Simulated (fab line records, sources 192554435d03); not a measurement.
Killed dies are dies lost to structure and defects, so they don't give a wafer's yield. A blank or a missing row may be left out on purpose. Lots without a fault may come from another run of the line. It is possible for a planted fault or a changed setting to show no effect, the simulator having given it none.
fab line records	flow n5-finfet
[record] lots = 3	wafers = 9	last-day = 16
route steps=1938 shown BEOL_M11@1566 BEOL_M12@1602 BEOL_M15@1830
lots with no fault: from the same line, run without faults
start-h: hours from the record's first day to the start of the lot's first wafer shown	wait-h: time in hours since the lot's previous step	" identical to the entry in the row above	L1.1+2: one row covering several wafers at once	- no value, or no start given	* or withheld: withheld	< > ~ a bound
route shown NAME@n: a module of which the file shows steps, and the number in the route of the first	usual: mean/standard deviation of fault-free wafers	same: alike in all rows	chamber/n: place in a boat	sites: each site's reading	_std_site: standard deviation of those values	_edge_site: mean of outer sites minus mean of inner sites	radius-mm: how far each site lies from the wafer's centre	mask NAME#n: copy n	behind: tool/chamber where the wafer was last shaped	hold: cause of the lot's hold/its duration in hours/its outcome	device: which transistor (n, p or np) failed to switch	end of line: the same wafers' tests at the end of the route	a step without rows: its recipe alone	killed: not the wafer's yield, but the dies lost to structure and defects at the first sort	map: a wafer's dies, x killed, . not, _ none there
set.NAME: setting as actually run; set.NAME@STEP: the setting as run at that earlier step	model.NAME: the simulator's own value behind a step, which no gauge read
a table for each step, a row for each wafer; lots at some steps of the route
services: the hour from which a tool's chamber was out of use, counted from the record's first day as start-h (under 0 if before that day), plus the number of hours and why
[[steps]]
[step N5_BEOL_M11_PEB_26]
[recipe] peb-temp-c = withheld	peb-time-s = 60	resist = CAR-ArF
[step N5_BEOL_M11_DEVELOP_27]
[recipe] develop-time-s = 30	developer = TMAH	resist = CAR-ArF	rinse-liquid = diw	dry = air-spin	dev-temp-c = 23
[step N5_BEOL_M11_DESCUM_33]
[recipe] chemistry = O2	time-s = 7.9	source-power-w = 50	bias-power-w = 20	pressure-mtorr = 20	rf-frequency-hz = 2.712e+07	temp-c = 40	resist = CAR-ArF	o2-flow-sccm = 225
[step N5_BEOL_M11_ETCH_65]
[recipe] chemistry = CF4	target = SiARC	target-depth-a = 390	mask-material = CAR-ArF	time-s = 65	ion-energy-ev = 80	pressure-mtorr = 40	source-w = 545	bias-w = 36	Ar_flow_sccm = 100	cf4-flow-sccm = 100	ends = cleared
[step N5_BEOL_M11_ETCH_66]
[recipe] chemistry = N2/H2	target = SOC	target-depth-a = 1200	overetch-a = 240	mask-material = SiARC	temp-c = 40	time-s = 180	ion-energy-ev = 200	pressure-mtorr = 30	source-w = 840	bias-w = 150	n2-flow-sccm = 200	h2-flow-sccm = 200
[step N5_BEOL_M11_STRIP_69]
[recipe] chemistry = N2/H2	temp-c = 40	n2-flow-sccm = 200	h2-flow-sccm = 200	rf-frequency-hz = 6e+07
[step N5_BEOL_M11_VIA_ETCH_34]
[recipe] chemistry = C4F6/O2	target = SiCOH_lowk	target-depth-a = 1845	mask-material = SOC	taper-deg = 4	time-s = 69.2	ion-energy-ev = 250	pressure-mtorr = 30	source-w = 345	bias-w = 185	Ar_flow_sccm = 300	C4F6_flow_sccm = 10	O2_flow_sccm = 10
[step N5_BEOL_M11_STRIP_73]
[recipe] chemistry = C4F6/O2	resist = SiARC	rf-frequency-hz = 6e+07
[step N5_BEOL_M11_STRIP_36]
[recipe] chemistry = N2/H2	power-w = 450	temp-c = 40	pressure-mtorr = 20	rf-frequency-hz = 6e+07	overash-fraction = 0.3	bias-power-w = 7	h2-frac = 0.5	n2-flow-sccm = 200	h2-flow-sccm = 200
[step N5_BEOL_M11_TRENCH_ETCH_37]
[recipe] chemistry = C4F6/O2	target-depth-a = 1488.3	target = SiCOH_lowk	time-s = 48	ion-energy-ev = 250	pressure-mtorr = 30	source-w = 345	bias-w = 185	Ar_flow_sccm = 300	C4F6_flow_sccm = 10	O2_flow_sccm = 10
[usual] drypump-motor-current-A = 5.5/0.45	oes-product-au = 0.79/0.093	rf-vpp-V = 668/6.2	showerhead-plenum-p-Torr = 2.91/0.068	throttle-valve-pct = 20.90/0.19
lot.wafer	tool	chamber	start-h	wait-h	drypump-motor-current-A	oes-product-au	rf-hours-counter-h	rf-vpp-V	showerhead-plenum-p-Torr	throttle-valve-pct	model.BEOL_M11.feature-depth-nm	model.etch.depth-nm	model.TiN_of_BEOL_M11_HM_DEP_02.thk-nm
L825.1	rie-diel-02	0	287.19	-	5.0	0.67	229	672	2.92	21.08	145	145	16.2
L825.4	"	3	"	"	5.5	0.79	107	668	2.98	20.71	147.8	147.7	16
L825.6	"	3	"	"	5.5	0.79	-	669	2.98	20.71	148.2	148.2	15.8
L829.1	rie-diel-02	3	302.99	-	5.5	0.78	113	669	2.98	20.71	149.4	149.3	16.2
L829.2	"	1	"	"	5.0	0.69	187	661	2.96	20.78	138.8	138.8	16.2
L829.5	"	1	"	"	5.1	0.70	-	662	2.96	20.78	138.4	138.5	16.4
L835.1	rie-diel-01	0	346.78	-	5.5	0.71	195	670	2.93	20.75	147.6	147.5	16
L835.3	"	1	"	"	5.8	0.91	23	674	2.91	20.94	151.6	151.6	15.8
L835.5	"	0	"	"	5.5	0.72	-	668	2.93	20.75	149	149	16
[step N5_BEOL_M11_ETCH_41]
[recipe] chemistry = CH3F/O2	target = SiCN	target-depth-a = 426	taper-deg = 2	time-s = 86	ion-energy-ev = 120	mask-material = TiN	pressure-mtorr = 30	source-w = 395	bias-w = 75	Ar_flow_sccm = 150	CH3F_flow_sccm = 30	O2_flow_sccm = 20
[step N5_BEOL_M11_STRIP_77]
[recipe] chemistry = N2/H2	time-s = 10	power-w = 450	temp-c = 40	pressure-mtorr = 20	rf-frequency-hz = 6e+07	bias-power-w = 7	n2-flow-sccm = 200	h2-flow-sccm = 200
[step N5_BEOL_M11_OCD_MEAS_38]
[usual] trench-depth-nm = 147.8/1.6
lot.wafer	tool	chamber	start-h	wait-h	trench-depth-nm
L825.1	ocd-02	-	287.37	-	144.9
L825.4	"	-	"	"	147.2
L825.6	"	-	"	"	148.0
L829.1	ocd-01	-	303.17	-	149.1
L829.2	"	-	"	"	138.8
L829.5	"	-	"	"	138.4
L835.1	ocd-02	-	346.96	-	147.4
L835.3	"	-	"	"	151.9
L835.5	"	-	"	"	148.8
[step N5_BEOL_M11_HM_STRIP_39]
[recipe] chemistry = peroxide-tin-strip	material = TiN	target-depth-a = 250	temp-c = 50	time-s = 158
[step N5_BEOL_M11_SRD_40]
[recipe] time-s = 30	temp-c = 23	rinse-liquid = diw	dry = ipa-marangoni
[step N5_BEOL_M11_PRECLEAN_42]
[recipe] chemistry = residue-remover	time-s = 60	temp-c = 40
[step N5_BEOL_M11_SRD_43]
[recipe] time-s = 30	temp-c = 23	rinse-liquid = diw	dry = ipa-marangoni
[step N5_BEOL_M11_CURE_72]
[recipe] temp-c = 370	time-s = 120	ambient = DMADMS/He	material = SiCOH_lowk
[step N5_BEOL_M11_DEGAS_44]
[recipe] ambient = vacuum	temp-c = 250	time-s = 60
[step N5_BEOL_M11_PRE_CLEAN_45]
[recipe] gas = H2/He	time-s = 30	temp-c = 250
[step N5_BEOL_M11_ALD_74]
[recipe] material = TaN	target-thk-a = 20	temp-c = 275	ald-precursor-family = PDMAT	ald-co-reactant = NH3	pressure-torr = 3	carrier-flow-sccm = 1500	pulse-time-s = 2	purge-time-s = 3	co-reactant-purge-time-s = 2	co-reactant-pulse-time-s = 3	ald-cycles = 40	precursor-vessel-temp-c = 75	precursor-vessel-pressure-torr = 26.25	precursor-vessel-carrier-sccm = 1000
[step N5_BEOL_M11_SURFACE_TREAT_76]
[recipe] gas = Ar	time-s = *	ion-energy-ev = *	ion-current-ma-cm2 = 0.5	pressure-mtorr = *	ar-flow-sccm = 30
[step N5_BEOL_M11_CVD_75]
[recipe] material = Co	target-thk-a = 20	temp-c = withheld	precursor = CCTBA/H2	pressure-torr = 30	time-s = 138.9
[step N5_BEOL_M11_SPUTTER_48]
[recipe] material = Cu	target-thk-a = 120	temp-c = -20	bias-v = 60	power-w = 26000	chamber-pressure-pa = 0.13	time-s = 2
[step N5_BEOL_M11_ECD_50]
[recipe] material = Cu	target-thk-a = 3180
[step N5_BEOL_M11_ANNEAL_51]
[recipe] temp-c = 225	time-s = 90	ambient = N2
[step N5_BEOL_M11_CMP_52]
[recipe] stop-on = SiCOH_lowk	t-overpolish-s = 7	down-force-psi = 1	platen-rpm = 50	clearing-platen-down-force-psi = 1.5	clearing-platen-rpm = 50	post-cmp-clean = cu-alkaline	target-thk-nm = 140	clearing-platen-pad-velocity-m-s = 0.99484	pad-velocity-m-s = 0.99484
[usual] barrier-field-endpoint-s = 28.7/0.64	head-pressure-psi = 0.9998/0.0021	motor-current-A = 5.8/0.36	overpolish-run-s = 7.000/0.0093	retaining-ring-pressure-frac = 1.000/0.005	slurry-filter-dp-kPa = 13.50/0.14	time-to-endpoint-s = 64.5/2.7
[same] t-overpolish-s = 7
lot.wafer	tool	chamber	start-h	wait-h	barrier-field-endpoint-s	head-pressure-psi	motor-current-A	overpolish-run-s	retaining-ring-pressure-frac	slurry-filter-dp-kPa	time-to-endpoint-s	model.Cu_of_BEOL_M11_ECD_50.thk-nm
L825.4	cmp-02	2	291.46	0.2	29.2	1.0001	5.8	7.000	1.006	13.54	63.2	137.2
L825.1	"	3	"	"	28.9	1.0035	5.7	6.985	1.002	13.61	67.6	137
L825.6	"	1	"	"	29.0	0.9968	6.0	6.999	1.003	13.32	67.1	140.2
L829.1	cmp-02	1	307.70	0.3	28.5	1.0007	5.7	7.013	1.004	13.48	65.6	140
L829.2	"	3	"	"	28.4	1.0041	5.8	6.991	1.005	13.50	65.8	128.8
L829.5	"	2	"	"	28.1	1.0030	5.6	6.991	0.996	13.39	62.5	128
L835.1	cmp-01	2	351.84	0.3	29.8	1.0021	6.0	6.999	0.997	13.27	66.8	140.4
L835.3	"	3	"	"	29.3	0.9977	5.9	7.004	0.997	13.44	64.7	142.8
L835.5	"	3	"	"	29.2	0.9972	5.6	7.011	0.997	13.74	66.3	140.4
[step N5_BEOL_M11_THK_MEAS_53]
[recipe] thk-meas-gauge = xrf	reads = Cu_of_BEOL_M11_ECD_50
[usual] M11_THK = 139.4/2.1
lot.wafer	tool	chamber	start-h	wait-h	M11_THK[nm]
L825.1	film-metro-02	-	291.68	-	137.9
L825.4	"	-	"	"	138.8
L825.6	"	-	"	"	140.7
L829.1	film-metro-02	-	307.99	-	141.6
L829.2	"	-	"	"	130.4
L829.5	"	-	"	"	129.6
L835.1	film-metro-02	-	352.13	-	141.1
L835.3	"	-	"	"	143.5
L835.5	"	-	"	"	141.3
[step N5_BEOL_M11_PRE_CLEAN_55]
[recipe] gas = NH3	time-s = 15	temp-c = withheld	rf-power-w = 300
[step N5_BEOL_M11_DEP_56]
[recipe] material = SiCN	target-thk-a = 300	temp-c = withheld	precursor = 3MS/NH3	pressure-torr = 3	rf-w = 675	time-s = 10.5
[step N5_BEOL_M11_RS_MEAS_57]
[recipe] thk-meas-gauge = four-point-probe	reads = Cu_of_BEOL_M11_ECD_50+Co_of_BEOL_M11_CVD_75+TaN_of_BEOL_M11_ALD_74
[usual] M11_RS = 0.1522/0.0021
lot.wafer	tool	chamber	start-h	wait-h	M11_RS[ohm/sq]
L825.1	film-metro-02	-	291.81	0.0	0.1542
L825.4	"	-	"	"	0.1538
L825.6	"	-	"	"	0.1506
L829.1	film-metro-01	-	308.12	0.0	0.1510
L829.2	"	-	"	"	0.1660
L829.5	"	-	"	"	0.1666
L835.1	film-metro-01	-	352.25	0.0	0.1505
L835.3	"	-	"	"	0.1479
L835.5	"	-	"	"	0.1505
[step N5_BEOL_M12_ILD_DEP_00]
[recipe] material = SiOC	target-thk-a = 6589.2	temp-c = 350	precursor = DEMS/O2	pressure-torr = 5	rf-w = 500	time-s = 130.7
[step N5_BEOL_M12_COAT_58]
[recipe] resist = BARC	temp-c = 205	time-s = 60	spin-rpm = 1500	resist-thk-nm = 89
[step N5_BEOL_M12_COAT_04]
[recipe] spin-rpm = 1625	resist-thk-nm = 400
[step N5_BEOL_M12_EBR_06]
[recipe] solvent = PGMEA	ebr-width-mm = 1.5
[step N5_BEOL_M12_SOFTBAKE_05]
[recipe] temp-c = 130	time-s = 60
[step N5_BEOL_M15_RC_MEAS_101]
[usual] COMB_M10 = 1.5e-11/3.2e-12	COMB_M11 = 1.5e-11/3.2e-12	COMB_M12 = 6.9e-12/1.6e-12	COMB_M13 = 5.4e-12/1e-12	COMB_M14 = 4e-12/8.6e-13	COMB_M15 = 3e-12/8.8e-13	COMB_M5 = 3.7e-11/7.6e-12	COMB_M6 = 2.6e-11/5.1e-12	COMB_M7 = 2.5e-11/5e-12	COMB_M7_max_site = 3.6e-11/7.9e-12	COMB_M8 = 2.6e-11/4.8e-12	COMB_M9 = 1.44e-11/2.5e-12	COMB_M9_max_site = 2e-11/4.1e-12	SERP_M10 = 3.11/0.06	SERP_M11 = 3.08/0.052	SERP_M11_max_site = 3.17/0.062	SERP_M12 = 0.643/0.014	SERP_M13 = 0.312/0.0045	SERP_M14 = 0.163/0.0031	SERP_M5 = 39.4/1.3	SERP_M6 = 13.9/0.43	SERP_M7 = 14.1/0.42	SERP_M8 = 13.9/0.45	SERP_M9 = 3.09/0.068	SERP_M9_max_site = 3.18/0.075
lot.wafer	tool	chamber	start-h	wait-h	COMB_M10[S/m]	COMB_M11[S/m]	COMB_M12[S/m]	COMB_M13[S/m]	COMB_M14[S/m]	COMB_M15[S/m]	COMB_M5[S/m]	COMB_M6[S/m]	COMB_M7[S/m]	COMB_M7_max_site[S/m]	COMB_M8[S/m]	COMB_M9[S/m]	COMB_M9_max_site[S/m]	SERP_M10[ohm/um]	SERP_M11[ohm/um]	SERP_M11_max_site[ohm/um]	SERP_M12[ohm/um]	SERP_M13[ohm/um]	SERP_M14[ohm/um]	SERP_M5[ohm/um]	SERP_M6[ohm/um]	SERP_M7[ohm/um]	SERP_M8[ohm/um]	SERP_M9[ohm/um]	SERP_M9_max_site[ohm/um]
L825.1	prober-01	0	326.03	0.0	1.3e-11	2.4e-11	6.5e-12	5e-12	2.5e-12	1.4e-12	5e-11	2.7e-11	3e-11	4.1e-11	2.5e-11	1.17e-11	1.4e-11	3.02	3.12	3.23	0.645	0.318	0.168	40.9	14.1	14.8	13.9	3.08	3.17
L825.4	"	0	"	"	1.5e-11	1.6e-11	7e-12	4e-12	2.7e-12	3.1e-12	3.1e-11	3.3e-11	2.3e-11	3.3e-11	2.4e-11	1.55e-11	2.3e-11	3.11	3.13	3.17	0.665	0.313	0.161	39.1	13.9	14.4	14.1	3.07	3.12
L825.6	"	0	"	"	1.7e-11	1.3e-11	6.2e-12	6.1e-12	3.2e-12	1.9e-12	2.9e-11	2.3e-11	2e-11	3.1e-11	1.8e-11	1.57e-11	1.9e-11	3.09	3.05	3.12	0.646	0.309	0.168	40.4	14.1	14.0	14.3	3.01	3.15
L829.1	prober-02	0	333.18	0.0	1.3e-11	1.4e-11	8.1e-12	5.2e-12	3.4e-12	3.3e-12	5.2e-11	2.1e-11	2.7e-11	3.6e-11	2.9e-11	1.1e-11	1.4e-11	3.05	3.00	3.04	0.663	0.316	0.163	38.9	13.8	13.7	14.2	3.13	3.19
L829.2	"	0	"	"	1.4e-11	1.8e-11	9.2e-12	5.2e-12	4e-12	4.5e-12	3.7e-11	1.8e-11	3.2e-11	3.9e-11	2.2e-11	1.48e-11	2.4e-11	3.17	3.33	3.47	0.648	0.319	0.163	39.5	14.0	13.4	14.1	3.13	3.23
L829.5	"	0	"	"	1.8e-11	1.8e-11	6e-12	5.1e-12	3.9e-12	4.2e-12	5.1e-11	2.3e-11	2.2e-11	3.2e-11	3.6e-11	1.92e-11	2.2e-11	3.06	3.25	3.60	0.645	0.312	0.163	37.7	13.5	14.2	13.5	3.17	3.22
L835.1	prober-01	0	378.93	0.0	1.6e-11	1e-11	2.8e-12	4.3e-12	3.2e-12	2.4e-12	2.6e-11	2.8e-11	2.3e-11	3.5e-11	2.5e-11	1.54e-11	1.7e-11	3.14	3.06	3.18	0.633	0.315	0.165	43.2	14.1	14.8	14.1	3.04	3.10
L835.3	"	0	"	"	1.3e-11	1.7e-11	6.2e-12	4.4e-12	3e-12	2.1e-12	3.2e-11	2.2e-11	2.2e-11	3e-11	2.4e-11	1.84e-11	2.9e-11	3.13	2.97	3.06	0.621	0.319	0.162	43.2	14.2	14.6	13.8	3.09	3.12
L835.5	"	0	"	"	1.5e-11	1.9e-11	5.6e-12	5.2e-12	3e-12	1.9e-12	3.6e-11	2.2e-11	1.7e-11	2.6e-11	2.6e-11	1.09e-11	1.5e-11	3.17	3.06	3.08	0.644	0.315	0.164	41.1	15.5	14.3	14.1	2.99	3.09
// sites SERP_M11 radius-mm=0,75,75,75,75,140,140,140,140
L825.1 2.96 3.08 3.12 3.04 3.08 3.16 3.15 3.23 3.14
L829.1 3.00 2.99 3.04 2.96 3.02 2.95 3.00 2.99 3.02
L835.1 2.98 3.04 3.03 3.08 3.06 3.08 3.15 3.18 3.06
[[services]]
tool	chamber	start-h	hours	kind
cmp-01	-	275.16	0.4	repair
cmp-02	-	289.28	0.3	repair
rie-diel-01	1	291.76	3.0	repair
rie-diel-02	2	294.86	20.4	repair
cmp-02	-	301.15	0.9	repair
cmp-01	-	304.45	6.7	pm
cmp-01	-	312.79	1.2	repair
cmp-02	-	329.36	0.8	repair
cmp-02	-	340.27	8.9	pm
rie-diel-01	3	342.61	28.4	repair
rie-diel-01	-	343.93	0.2	repair
cmp-01	-	345.68	4.3	repair
cmp-02	-	351.37	2.5	repair
rie-diel-02	3	351.99	7.2	repair
[[key]]
[first-sign] step = N5_BEOL_M11_OCD_MEAS_38	reading = trench-depth-nm	direction = down	sigmas = 5.7	usual = 147.8	struck = 138.6
[effect] step = N5_BEOL_M11_THK_MEAS_53	reading = M11_THK	direction = down	sigmas = 4.4	usual = 139.4	struck = 130.0
[effect] step = N5_BEOL_M11_RS_MEAS_57	reading = M11_RS	direction = up	sigmas = 6.8	usual = 0.1522	struck = 0.1663
[effect] step = N5_BEOL_M15_RC_MEAS_101	reading = SERP_M11	direction = up	sigmas = 4	usual = 3.08	struck = 3.29
[model-effect] step = N5_BEOL_M11_TRENCH_ETCH_37	value = BEOL_M11.feature-depth-nm	without = 148.4	struck = 138.6
[model-effect] step = N5_BEOL_M11_CMP_52	value = Cu_of_BEOL_M11_ECD_50.thk-nm	without = 138.2	struck = 128.4
met-at N5_BEOL_M11_TRENCH_ETCH_37
struck-wafers L829.2,L829.5
[fault] kind = process-parameter-drift	tool = rie-diel-02	chamber = 1	onset-h = 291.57	steps = N5_BEOL_M11_TRENCH_ETCH_37	channel = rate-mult	offset = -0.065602	shape = step	end-h = 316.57
